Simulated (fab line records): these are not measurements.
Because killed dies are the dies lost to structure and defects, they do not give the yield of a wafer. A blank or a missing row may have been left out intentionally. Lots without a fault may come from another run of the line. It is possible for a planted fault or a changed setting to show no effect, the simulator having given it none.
Struck lot and sound lot, side by side    flow nand-harc    15 out of 1159 route steps
Sound: the wafers L778.1, L778.3, L778.6. Struck: wafers L781.3, L781.5, L781.6. The cause is given at the end.
Each step with rows lists, per side, the tool, then ch with its chambers, then its first start. Under that, the readings that differ: sound wafers    struck wafers    difference of the means    sigmas: that difference in standard deviations of wafers without a fault.
alike: readings whose means differ by less than 2 such deviations, and words and numbers that are the same on both sides. not compared: withheld readings, readings that some wafer has no value for, bounds like >300 that may hide the same value, and numbers for which the record gives no deviation and whose values overlap.
A row with sigmas, a row that says differs or no value, or rows on one side alone: a step with any of these is where the two part. Numbers that have no deviation but don't overlap get no sigmas and don't part them. A reading that every wafer of one side lacks parts them only if that side has two wafers or more.

first, 2 steps without rows for these wafers: NHARC_THIN_TSV_PEB_10 (peb time 85 s); NHARC_THIN_TSV_DEVELOP_11 (time 70 s).
NHARC_THIN_TSV_CD_MEAS_12 targets a cd of 1000 nm.
  sound on cd-sem-02 ch 0, day 21 11:29; struck on cd-sem-01 ch 0, day 21 18:44
  alike: cd-nm
then, 2 steps without rows for these wafers: NHARC_THIN_TSV_HARDBAKE_13 (time 80 s); NHARC_THIN_TSV_DESCUM_14 (chemistry O2, time 3 s).
NHARC_THIN_TSV_ETCH_44: etches the open film in CF4/O2, target depth 1594.2 nm, time 797.1 s.
  sound on rie-diel-06 ch 0,1,2, day 21 11:47; struck on rie-diel-08 ch 0,1, day 21 18:59
reading       sound        struck       difference  sigmas
rf-vpp-V (V)  794 800 794  787 787 786  -9          -2
  alike: bias-w, cf4-flow-sccm, chamber-pressure-mTorr, drypump-motor-current-A, oes-product-au, showerhead-plenum-p-Torr, throttle-valve-pct
  not compared: rf-hours-counter-h
then, 1 step without rows for these wafers: NHARC_THIN_TSV_ETCH_15 (target depth 3000 nm, bosch target overetch cycles 2, bosch etch step 2.8 s).
NHARC_THIN_TSV_CD_MEAS_16:
  struck on cd-sem-01, day 21 19:43; sound on cd-sem-01, day 21 12:27
  alike: cd-nm
NHARC_THIN_TSV_STRIP_45: strips in O2.
  sound on plasma-asher-02 ch 0, day 21 12:31; struck on plasma-asher-01 ch 0,1, day 21 19:52
  alike: drypump-motor-current-A, heater-power-w
  not compared: rf-hours-counter-h
then, 1 step without rows for these wafers: NHARC_THIN_TSV_STRIP_46 (strips in post etch residue remover, time 1200 s).
NHARC_THIN_TSV_DEP_47: deposits SiO2, target thk 200 nm.
  sound on pecvd-04 ch 0,2, day 21 13:20; struck on pecvd-02 ch 0,1,2, day 21 20:35
  alike: throttle-valve-pct
NHARC_THIN_TSV_ETCHBACK_48: etches the open film in C4F8/Ar, target depth 1028.5 nm, time 405.17 s.
  sound on rie-diel-08 ch 0,1,3, day 21 13:44; struck on rie-diel-08 ch 1,2,3, day 21 21:05
  alike: bias-w, chamber-pressure-mTorr, oes-product-au, rf-vpp-V
  not compared: rf-hours-counter-h
NHARC_THIN_TSV_STRIP_62: strips in N2/H2, time 20 s.
  sound on plasma-asher-01 ch 0,1, day 21 14:05; struck on plasma-asher-01 ch 0,1, day 21 21:23
  no value came back on the struck wafers for drypump-motor-current-A (A), heater-power-w (W); on the sound wafers drypump-motor-current-A (A) reads 6.36 6.36 5.97
  not compared: rf-hours-counter-h
NHARC_THIN_TSV_DEGAS_49: time 120 s.
  struck on pvd-sputter-03, day 21 21:31; sound on pvd-sputter-01, day 21 14:16
  alike: heater-power-w
NHARC_END_SORT_01:
  sound on prober-01 ch 0, day 22 02:24; struck on prober-01 ch 0, day 22 11:41
reading             sound        struck       difference  sigmas
killed-at-other     2 1 2        6 7 5        +4          +5
sort_bin_4_pct (%)  2.2 2.7 1.9  5.8 5.2 4.3  +2.8        +2
  alike: defect-limited-yield, killed-at-array, killed-at-periphery, killed-dies, killed-open, killed-short, sort_bin_2_pct, sort_bin_3_pct, sort-n-pass, sort-rim-yield-pct, sort-yield-pct

== WHERE THEY PART ==
Last at NHARC_END_SORT_01 as far as this record goes, first at NHARC_THIN_TSV_ETCH_44.

WHY: whatever the simulator had introduced
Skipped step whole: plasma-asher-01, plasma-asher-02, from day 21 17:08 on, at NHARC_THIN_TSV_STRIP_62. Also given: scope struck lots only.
